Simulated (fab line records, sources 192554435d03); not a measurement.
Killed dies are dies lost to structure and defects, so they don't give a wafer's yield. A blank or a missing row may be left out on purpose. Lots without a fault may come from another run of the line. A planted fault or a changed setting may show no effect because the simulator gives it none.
Chamber matching | flow n5_finfet | N5_GATE_CUT_ALD_22 on ald_sin-03: 4 sister chambers
The step deposits SiNx, target thk 16 nm, pulse time 1 s, ald cycles 320. 8 wafers are shown with their chamber, then 8 later ones without.

WAFERS WITH THEIR CHAMBER
wafer  | chamber | heater_power_w (W) | susceptor_temp_C (C)
L075.2 | 0       | 824                | 400.25
L078.2 | 2       | 766                | 400.18
L078.4 | 1       | 847                | 400.17
L080.3 | 2       | 758                | 400.21
L080.4 | 0       | 836                | 400.17
L082.4 | 1       | 805                | 399.89
L082.6 | 3       | 885                | 399.87
L086.1 | 3       | 875                | 400.10

WAFERS WITHOUT THEIR CHAMBER
wafer  | heater_power_w (W) | susceptor_temp_C (C)
L086.2 | 838                | 399.99
L086.3 | 749                | 400.09
L087.1 | 838                | 399.92
L087.2 | 870                | 400.26
L087.5 | 745                | 400.23
L095.1 | 740                | 400.49
L095.3 | 858                | 399.76
L095.6 | 829                | 400.07

WHICH CHAMBER EACH WENT THROUGH
wafer  | from the rows above          | in truth
L086.2 | can't be placed: 1 or 0 or 3 | 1
L086.3 | 2                            | 2
L087.1 | can't be placed: 1 or 0 or 3 | 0
L087.2 | can't be placed: 3 or 0 or 1 | 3
L087.5 | 2                            | 2
L095.1 | 2                            | 2
L095.3 | can't be placed: 3 or 1 or 0 | 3
L095.6 | can't be placed: 1 or 0      | 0
Placed correctly: 3 of 8. Can't be placed from these rows: 5 (the true chamber is among the candidates in 5). Placed wrongly: 0.
How it was worked out, from the rows above alone: a wafer's distance from a chamber is the root of the sum, over the readings, of the square of ((its reading less the chamber's mean) divided by the reading's scatter). The wafer belongs to the nearest chamber; if the next one is less than 2 further off, it can't be placed. A chamber's mean is the mean of its shown wafers. The scatter: the root of (the sum of the squares of (reading less its chamber's mean) over the shown wafers, divided by (wafers less chambers)).
